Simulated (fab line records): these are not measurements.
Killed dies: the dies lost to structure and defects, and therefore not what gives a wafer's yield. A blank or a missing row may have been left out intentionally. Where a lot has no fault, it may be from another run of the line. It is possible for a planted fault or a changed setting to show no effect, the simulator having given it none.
Split-lot experiment	flow n5-finfet	7 lots, 21 wafers read, on a route of 1938 steps

## ABOUT THE SPLIT
At N5_STI_FIN_REVEAL_ETCHBACK_08 (etches SiO2 in C4F6/O2, target depth 30.5 nm, time 10.167 s), the setting time-s was moved away from the recipe's 10.167 s on 7 of the 21 wafers read, by -16.7% to +16.3%. All remaining wafers had this setting at the recipe value.

## FROM THE SPLIT TO THE READING: what the file shows between them, 4 steps
- N5_STI_FIN_REVEAL_PRECLEAN_17: cleans in NF3:NH3, afs cycles 1, time 20 s, sublimation time 60 s (also split here: time-s)
- N5_STI_FIN_REVEAL_ETCH_34: etches Si in H2, material Si, target depth 0.97 nm
- N5_STI_FIN_REVEAL_OXIDATION_31: chemistry O2 PLASMA REMOTE, time 20 s
- N5_STI_FIN_REVEAL_SRD_23: time 30 s

## THE READING
trench-depth-nm, in nm, at N5_STI_FIN_REVEAL_FIN_H_MEAS_10. Fault-free wafers of this fab line usually give 52.2 nm, standard deviation 0.87 nm.

wafer	tool, chamber at the split	time-s as run, s	against the recipe	trench-depth-nm, nm	against lot-mates on the recipe
L074.1	rie-diel-04, 0,1	10.167	recipe	50.6	-
L074.2	rie-diel-04, 0,1	10.167	recipe	51.1	-
L074.4	rie-diel-04, 2	10.84	+6.6%	51.8	+0.9
L081.2	rie-diel-01, 3	8.467	-16.7%	47.3	-4.0
L081.3	rie-diel-01, 2	10.167	recipe	51.3	-
L081.5	rie-diel-01, 3	8.467	-16.7%	47.1	-4.2
L088.2	rie-diel-04, 1,2,2	10.167	recipe	52.1	-
L088.3	rie-diel-04, 1,2,2	10.167	recipe	51.5	-
L088.6	rie-diel-04, 1,2,2	10.167	recipe	51.6	-
L089.2	rie-diel-04, 0,1	11.49	+13.0%	55.0	+3.9
L089.3	rie-diel-04, 0,1	11.49	+13.0%	55.8	+4.7
L089.4	rie-diel-04, 1	10.167	recipe	51.1	-
L091.2	rie-diel-01, 2,3	10.167	recipe	50.9	-
L091.4	rie-diel-01, 2,3	10.167	recipe	51.6	-
L091.5	rie-diel-01, 2	11.82	+16.3%	56.2	+5.0
L094.1	rie-diel-01, 0	9.355	-8.0%	49.5	-3.0
L094.4	rie-diel-01, 0,3	10.167	recipe	52.5	-
L094.6	rie-diel-01, 0,3	10.167	recipe	52.6	-
L096.1	rie-diel-06, 1,2,1	10.167	recipe	52.4	-
L096.4	rie-diel-06, 1,2,1	10.167	recipe	53.5	-
L096.6	rie-diel-06, 1,2,1	10.167	recipe	52.2	-
Rows listing several chambers each stand for several wafers; the file does not say which wafer went through which chamber.

THE FIT
A straight line over all 21 wafers: trench-depth-nm changes by +0.266 nm for each +1% of time-s; r = +0.94; the points scatter about the line by 0.78 nm.
The same after taking each lot's own level away (the mean of its wafers on the recipe; 21 wafers): +0.283 nm for each +1%; r = +0.98; scatter 0.51 nm.
The reading moves by 4.7 nm for the largest change in time-s, on that fit.
Across the lots, their own levels run from 50.85 to 52.70 nm, a range of 2.1 times the standard deviation given above.
So the lot-to-lot level changes the slope little: the two slopes agree.
Check: -4.95 nm against its lot-mates is what the line predicts for one of the wafers moved furthest among these (-16.7%) when that wafer is left out of the fit. It came out at -4 nm against them.

## FURTHER SPLITS ON THESE WAFERS
Other splits were also applied to these wafers ahead of the reading. Each is held against what the fit with the lots' levels taken away leaves over:
other split on the same wafers	wafers away from the commonest value	r with trench-depth-nm (lot level and that fit taken away)
N5_FIN_SAQP_PEB_14 peb-time-s	5	-0.16
N5_FIN_SAQP_ETCH_52 source-w	7	-0.40
N5_STI_FIN_REVEAL_PRECLEAN_17 time-s	6	+0.15

## THE FILE'S OWN FIT
trench-depth-nm changes by +0.286 nm for each +1% of time-s, r = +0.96.
